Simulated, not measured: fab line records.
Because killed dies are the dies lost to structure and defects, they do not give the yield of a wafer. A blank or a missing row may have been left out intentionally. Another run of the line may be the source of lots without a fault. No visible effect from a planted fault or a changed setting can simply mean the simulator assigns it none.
Chamber matching    flow n5-finfet    N5_BEOL_M12_DESCUM_15 on rie-diel-04: 4 sister chambers
The step chemistry O2, time 7.9 s. 4 wafers are shown with their chamber, then 8 later ones without.

WAFERS, EACH WITH ITS CHAMBER
wafer   chamber  drypump-motor-current-A (A)
L088.2  2        5.4
L088.3  1        6.5
L088.5  3        5.8
L093.2  0        5.1

WAFERS WITH NO CHAMBER GIVEN
wafer   drypump-motor-current-A (A)
L093.3  5.4
L093.5  6.5
L090.4  5.8
L090.5  5.1
L090.6  5.9
L097.1  5.1
L097.3  5.9
L097.5  6.5

WHICH CHAMBER EACH ONE RAN IN
wafer   from the rows above  in truth
L093.3  2                    2
L093.5  1                    1
L090.4  3                    3
L090.5  0                    0
L090.6  3                    3
L097.1  0                    0
L097.3  3                    3
L097.5  1                    1
8 of 8 placed correctly. Not placeable from these rows: 0. 0 placed wrongly.
How it was worked out, from the rows above alone: a wafer's distance from a chamber is the root of the sum, over the readings, of the square of ((its reading less the chamber's mean) divided by the reading's scatter). The wafer belongs to the nearest chamber; if the next one is less than 2 further off, it can't be placed. Each chamber's mean is taken over the wafers shown for it. The scatter: with one shown wafer a chamber, the root of the mean of the squares of how far each hidden wafer lies from its nearest shown one.
